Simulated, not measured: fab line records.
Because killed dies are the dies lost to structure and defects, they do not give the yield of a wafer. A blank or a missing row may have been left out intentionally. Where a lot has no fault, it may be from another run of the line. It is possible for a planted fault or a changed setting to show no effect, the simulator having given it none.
Chamber matching    flow n5Finfet    4 sister chambers for N5_MOL_CONTACT_COAG_ETCH_106 on rieDiel-03
The step etches SOC in N2/H2, target depth 80 nm, overetch 16 nm, time 120 s. 36 wafers are shown with their chamber, then 12 later ones without.

WAFERS PAIRED WITH THEIR CHAMBERS
wafer   chamber  showerheadPlenumPTorr (Torr)  drypumpMotorCurrentA (A)  throttleValvePct (%)
L076.1  0        2.68                          5.7                       17.88
L076.3  2        2.56                          5.3                       17.98
L076.6  2        2.56                          5.3                       17.98
L075.2  2        2.56                          5.3                       17.98
L075.4  3        2.43                          6.3                       18.13
L075.6  0        2.68                          5.7                       17.89
L078.3  0        2.67                          5.7                       17.92
L078.4  2        2.56                          5.3                       17.99
L078.5  3        2.42                          6.3                       18.12
L074.1  0        2.67                          5.7                       17.92
L074.5  3        2.42                          6.3                       18.12
L074.6  2        2.56                          5.3                       18.00
L080.1  2        2.56                          5.3                       17.98
L080.3  3        2.42                          6.3                       18.13
L080.6  3        2.42                          6.3                       18.14
L083.1  2        2.55                          5.3                       18.01
L083.2  0        2.67                          5.7                       17.93
L083.3  3        2.42                          6.4                       18.14
L083.4  0        2.67                          5.7                       17.93
L083.5  3        2.42                          6.3                       18.15
L083.6  2        2.55                          5.3                       18.01
L086.1  3        2.42                          6.3                       18.16
L086.3  1        2.57                          5.3                       17.94
L086.6  2        2.55                          5.3                       18.03
L087.1  2        2.55                          5.3                       18.03
L087.3  1        2.57                          5.3                       17.93
L087.6  3        2.42                          6.4                       18.17
L088.1  0        2.66                          5.7                       17.95
L088.2  1        2.57                          5.2                       17.94
L088.3  2        2.55                          5.3                       18.03
L088.4  3        2.42                          6.3                       18.17
L088.5  1        2.57                          5.2                       17.93
L088.6  2        2.55                          5.3                       18.06
L090.1  3        2.41                          6.3                       18.17
L090.2  2        2.55                          5.3                       18.03
L090.3  0        2.66                          5.7                       17.94

SIGNATURES (averages over the wafers above)
reading                chamber 0  chamber 1  chamber 2  chamber 3  scatter within a chamber
showerheadPlenumPTorr  2.6700     2.5700     2.5546     2.4200     0.00537
drypumpMotorCurrentA   5.700      5.250      5.300      6.318      0.0287
throttleValvePct       17.9200    17.9350    18.0085    18.1455    0.0225
Rule: for a wafer and a chamber, the distance is found by dividing, reading by reading, the gap between the wafer's reading and the chamber's mean by the reading's scatter, squaring, summing and taking the root. The wafer belongs to the nearest chamber; if the next one is less than 2 further off, it can't be placed. The scatter: take each reading less its chamber's mean, square it, sum over the shown wafers, divide by the number of wafers less the number of chambers, and take the root.

WAFERS MISSING THEIR CHAMBER
wafer   showerheadPlenumPTorr (Torr)  drypumpMotorCurrentA (A)  throttleValvePct (%)
L090.4  2.57                          5.2                       17.94
L090.5  2.57                          5.2                       17.94
L090.6  2.54                          5.3                       18.05
L091.3  2.57                          5.2                       17.94
L091.5  2.41                          6.4                       18.17
L091.6  2.66                          5.7                       17.94
L094.1  2.66                          5.7                       17.96
L094.2  2.54                          5.3                       18.07
L094.5  2.54                          5.3                       18.05
L097.2  2.54                          5.3                       18.06
L097.4  2.66                          5.7                       18.00
L097.5  2.56                          5.3                       17.98

WHICH CHAMBER EACH WENT THROUGH
wafer   from the rows above      in truth
L090.4  1                        1
L090.5  1                        1
L090.6  2                        2
L091.3  1                        1
L091.5  3                        3
L091.6  0                        0
L094.1  0                        0
L094.2  2                        2
L094.5  2                        2
L097.2  2                        2
L097.4  0                        0
L097.5  can't be placed: 2 or 1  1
Placed correctly: 11 of 12. Can't be placed from these rows: 1 (the true chamber is among the candidates in 1). Placed wrongly: 0.
